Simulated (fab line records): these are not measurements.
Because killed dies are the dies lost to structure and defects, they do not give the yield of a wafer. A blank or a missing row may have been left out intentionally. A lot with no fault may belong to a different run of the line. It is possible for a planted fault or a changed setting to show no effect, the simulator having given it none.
A lot that was struck, set against a sound lot	flow nand harc	14 out of 1302 route steps
Sound: the wafers L197.1, L197.4, L197.5. Struck: wafers L188.2, L188.4, L188.6. The cause comes at the end.
Each step with rows lists, per side, the tool, then ch with its chambers, then its first start. Under that, the readings that differ: sound wafers	struck wafers	difference of the means	sigmas: that difference in standard deviations of wafers without a fault.
alike: same words and numbers on both sides, and readings whose means sit less than 2 such deviations apart. not compared: any withheld reading, any reading some wafer has no value for, any bound like >300 that may hide the same value, and any number with overlapping values for which the record gives no deviation.
The two part at a step that has a row with sigmas, a row that says differs or no value, or rows on one side only. Numbers that have no deviation but don't overlap get no sigmas and don't part them. A reading that every wafer of one side lacks parts them only if that side has two wafers or more.

NHARC_P_ZERO_WELL_CD_MEAS_37 targets a cd of 720 nm.
  sound on cd sem-03 ch 0, day 7 20:20; struck on cd sem-01 ch 0, day 4 02:06
  alike: cd nm
then, 1 step without rows for these wafers: NHARC_P_ZERO_WELL_HARDBAKE_38 (time 80 s).
NHARC_P_ZERO_WELL_DESCUM_39: chemistry O2, time 3 s.
  sound on rie diel-11 ch 0,1,2, day 7 20:31; struck on rie diel-11 ch 2,3, day 4 02:16
  alike: drypump motor current A, oes product au, rf vpp V, showerhead plenum p Torr, throttle valve pct
  not compared: rf hours counter h
then, 9 steps without rows for these wafers: NHARC_P_ZERO_WELL_IMPLANT_40; NHARC_P_ZERO_WELL_IMPLANT_59; NHARC_P_ZERO_WELL_IMPLANT_60; NHARC_P_ZERO_WELL_STRIP_41 (strips in SPM, time 840 s); NHARC_P_ZERO_WELL_DEHYDRATE_44 (time 120 s); NHARC_P_ZERO_WELL_HMDS_45 (time 30 s); NHARC_P_ZERO_WELL_COAT_46; NHARC_P_ZERO_WELL_SOFTBAKE_47 (time 95 s); NHARC_P_ZERO_WELL_EBR_48.
NHARC_P_ZERO_WELL_EXPOSE_49: exposes mask P HVPW, target cd 2000 nm.
  struck on krf scanner-02, day 4 03:37; sound on krf scanner-04 ch 0, day 7 21:49
  no value came back on the struck wafers for exposure dose mJ cm2, focus offset nm (nm); on the sound wafers exposure dose mJ cm2 reads 22.607 22.599 22.620
  alike: mask
then, 1 step without rows for these wafers: NHARC_P_ZERO_WELL_PEB_50 (peb time 85 s).

## WHERE THEY PART
NHARC_P_ZERO_WELL_EXPOSE_49 only, going by this record.

WHY: the cause the simulator had injected
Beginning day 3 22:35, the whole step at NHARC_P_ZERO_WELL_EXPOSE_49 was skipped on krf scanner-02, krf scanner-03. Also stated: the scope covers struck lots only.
